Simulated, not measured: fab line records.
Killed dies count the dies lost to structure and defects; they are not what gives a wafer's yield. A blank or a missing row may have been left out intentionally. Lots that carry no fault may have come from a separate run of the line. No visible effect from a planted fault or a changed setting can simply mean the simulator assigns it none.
Code-filled problem report in 8D (eight disciplines) form -- flow nand harc -- the parts of the form that need people (team, actions taken, sign-off) are left out

## 1. PROBLEM STATEMENT
Wafers without a fault read 896.7 W, standard deviation 2.9; rf fwd power W at NHARC_A_DECK1_JOINT_DEP_16 reads a mean of 1003.7 W on 6 wafers belonging to 2 lots. That is +37 standard deviations from the usual mean.
The step: deposits SiO2, target thk 45 nm.
The first sign was on wafer L790.3 at day 15 14:31, on pecvd-04. At this step, 39 wafers from 13 lots have a number in the record. By rule, "out" or "out of limits" means more than 4 standard deviations away from the usual mean. Any other wafer with a number is counted as sound.

## 2. WHAT THIS IS AND IS NOT
question,is,is not
which readings at this step,rf fwd power W,"heater power w, mfc precursor sccm, throttle valve pct"
which lots,"L790, L793","L782, L783, L785, L798, L799, L800, L801, L802, L803, L804, L805"
which wafers of those lots,all that have a number,-
read on which tools,pecvd-04,"pecvd-02, pecvd-03"
when,from day 15 14:31,"up to then (9 sound wafers); but 24 sound wafers of L798, L799, L800, L801, L802, L803, L804, L805 came after"

## 3. SUSPECTS, AND WHAT RULES EACH OUT
Counting: a tool stays on the suspect list if, at a process step up to the reading, it processed all lots that are out and no sound lot following the first of them.
- cmp-01 at NHARC_A_DECK1_JOINT_CMP_13 (polishes, target thk 51.023 nm): ruled out as a lasting fault. Following L790 (day 14 16:02), the first lot on it that is out, the sound lots L798, L800, L804 were run on it.
- pecvd-04 at NHARC_A_DECK1_JOINT_DEP_16 (deposits SiO2, target thk 45 nm): ruled out as a lasting fault. Following L790 (day 15 14:31), the first lot on it that is out, the sound lots L800, L803, L804 were run on it.
Left after counting: nothing in the record.

## 4. THE CAUSE (what the simulator had put in)
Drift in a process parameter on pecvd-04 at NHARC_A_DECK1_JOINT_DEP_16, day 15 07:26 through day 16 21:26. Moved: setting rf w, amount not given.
Counting ruled it out, wrongly.

## 5. THE EFFECT CHAIN, in route order
Each row: a reading whose mean over the struck wafers that have a number lies more than 3 standard deviations from the usual. Only readings for which the record gives a usual standard deviation are gone through. hours: the time from each lot's start at the first step in this table that gives one to its start at this step, as a median over the lots. sigmas: the change in usual standard deviations.
hours,step,reading,usual,on struck wafers,change,sigmas
0,NHARC_A_DECK1_JOINT_DEP_16,rf fwd power W,896.7 W,1003.7,+107.0,+37
Here are the process steps it includes:
- NHARC_A_DECK1_JOINT_DEP_16: deposits SiO2, target thk 45 nm.
At these later measuring or inspecting steps, every struck wafer for which the step has a row has a number for every such reading, and none has moved that far: NHARC_A_ONON_D2_THK_MEAS_08, NHARC_END_SORT_01.

## 6. HOW IT WOULD HAVE BEEN CAUGHT EARLIER
7 hours passed between the start of the fault at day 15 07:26 and the first reading out of limits in this record, taken at day 15 14:31.
